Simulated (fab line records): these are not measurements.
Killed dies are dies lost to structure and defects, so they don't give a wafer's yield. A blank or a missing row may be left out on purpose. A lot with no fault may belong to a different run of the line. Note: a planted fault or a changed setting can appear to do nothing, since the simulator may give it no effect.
Matching of chambers + flow n5-finfet + 4 sister chambers for N5_BEOL_M2_STRIP_19 on rie-diel-04
The step strips in O2. 16 wafers are shown with their chamber, then 8 later ones without.

## WAFERS PAIRED WITH THEIR CHAMBERS
| wafer  | chamber | showerhead-plenum-p-Torr (Torr) | drypump-motor-current-A (A) | throttle-valve-pct (%) |
|--------|---------|---------------------------------|-----------------------------|------------------------|
| L074.3 | 2       | 2.22                            | 5.8                         | 16.76                  |
| L074.4 | 0       | 2.17                            | 5.3                         | 17.09                  |
| L074.6 | 2       | 2.22                            | 5.8                         | 16.76                  |
| L076.2 | 1       | 2.16                            | 5.4                         | 16.81                  |
| L076.3 | 0       | 2.17                            | 5.3                         | 17.12                  |
| L076.4 | 2       | 2.21                            | 5.9                         | 16.78                  |
| L078.1 | 3       | 2.07                            | 5.3                         | 16.95                  |
| L078.4 | 1       | 2.16                            | 5.4                         | 16.80                  |
| L078.5 | 3       | 2.07                            | 5.3                         | 16.93                  |
| L079.3 | 3       | 2.07                            | 5.3                         | 16.92                  |
| L079.4 | 1       | 2.16                            | 5.4                         | 16.81                  |
| L079.6 | 3       | 2.07                            | 5.4                         | 16.91                  |
| L090.1 | 2       | 2.21                            | 5.9                         | 16.81                  |
| L090.3 | 0       | 2.16                            | 5.3                         | 16.60                  |
| L090.5 | 2       | 2.21                            | 5.9                         | 16.81                  |
| L095.1 | 1       | 2.15                            | 5.4                         | 16.43                  |

SIGNATURES (averages over the wafers above)
| reading                  | chamber 0 | chamber 1 | chamber 2 | chamber 3 | scatter within a chamber |
|--------------------------|-----------|-----------|-----------|-----------|--------------------------|
| showerhead-plenum-p-Torr | 2.1667    | 2.1575    | 2.2140    | 2.0700    | 0.00467                  |
| drypump-motor-current-A  | 5.300     | 5.400     | 5.860     | 5.325     | 0.0403                   |
| throttle-valve-pct       | 16.9367   | 16.7125   | 16.7840   | 16.9275   | 0.153                    |
Rule: a wafer's distance from a chamber is the root of the sum, over the readings, of the square of ((its reading less the chamber's mean) divided by the reading's scatter). If the next closest chamber is less than 2 further off than the closest, the wafer can't be placed; otherwise it belongs to the closest. How the scatter is found: for the shown wafers, subtract from each reading the mean of its chamber, square and add these, divide the total by (wafers less chambers), then take the root.

## WAFERS MISSING THEIR CHAMBER
| wafer  | showerhead-plenum-p-Torr (Torr) | drypump-motor-current-A (A) | throttle-valve-pct (%) |
|--------|---------------------------------|-----------------------------|------------------------|
| L095.2 | 2.20                            | 5.8                         | 16.84                  |
| L095.4 | 2.15                            | 5.3                         | 16.62                  |
| L094.2 | 2.15                            | 5.4                         | 16.42                  |
| L094.3 | 2.15                            | 5.3                         | 16.64                  |
| L094.5 | 2.20                            | 5.8                         | 16.83                  |
| L097.2 | 2.20                            | 5.9                         | 16.86                  |
| L097.4 | 2.15                            | 5.4                         | 16.64                  |
| L097.5 | 2.15                            | 5.4                         | 16.45                  |

## CHAMBER TAKEN BY EACH
| wafer  | from the rows above     | in truth                   |
|--------|-------------------------|----------------------------|
| L095.2 | 2                       | 2                          |
| L095.4 | can't be placed: 1 or 0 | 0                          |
| L094.2 | 1                       | 1                          |
| L094.3 | can't be placed: 1 or 0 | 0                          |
| L094.5 | 2                       | 2                          |
| L097.2 | 2                       | 2                          |
| L097.4 | 1                       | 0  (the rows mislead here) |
| L097.5 | 1                       | 1                          |
Correctly placed: 5 of 8. Can't be placed from these rows: 2 (the true chamber is among the candidates in 2). 1 placed wrongly.
